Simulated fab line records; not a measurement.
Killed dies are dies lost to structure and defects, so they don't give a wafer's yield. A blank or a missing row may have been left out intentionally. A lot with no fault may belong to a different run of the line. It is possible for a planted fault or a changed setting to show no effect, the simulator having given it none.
Chamber matching -- flow n5Finfet -- N5_BEOL_M1_STRIP_36 on rieDiel-04: 4 sister chambers
The step strips in N2/H2. 4 wafers are shown with their chamber, then 10 later ones without.

WAFERS PAIRED WITH THEIR CHAMBERS
wafer,chamber,showerheadPlenumPTorr (Torr)
L086.1,0,2.50
L088.2,2,2.63
L089.2,1,2.55
L090.5,3,2.64

WAFERS WITHOUT THEIR CHAMBER
wafer,showerheadPlenumPTorr (Torr)
L090.6,2.63
L093.3,2.54
L093.4,2.49
L093.5,2.64
L094.4,2.54
L094.5,2.54
L094.6,2.49
L096.1,2.54
L096.2,2.63
L096.3,2.49

WHICH CHAMBER EACH WENT THROUGH
wafer,from the rows above,in truth
L090.6,can't be placed: 2 or 3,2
L093.3,1,1
L093.4,0,0
L093.5,can't be placed: 3 or 2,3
L094.4,1,1
L094.5,1,1
L094.6,0,0
L096.1,1,1
L096.2,can't be placed: 2 or 3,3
L096.3,0,0
7 of 10 placed correctly. These rows do not allow placing 3 (true chamber among the candidates in 3). 0 placed wrongly.
How it was worked out, from the rows above alone: a wafer's distance from a chamber is the root of the sum, over the readings, of the square of ((its reading less the chamber's mean) divided by the reading's scatter). If the next closest chamber is less than 2 further off than the closest, the wafer can't be placed; otherwise it belongs to the closest. The mean given for a chamber averages the wafers shown for that chamber. The scatter (one wafer shown for each chamber): square how far every hidden wafer sits from the nearest shown wafer, average those squares and take the square root.
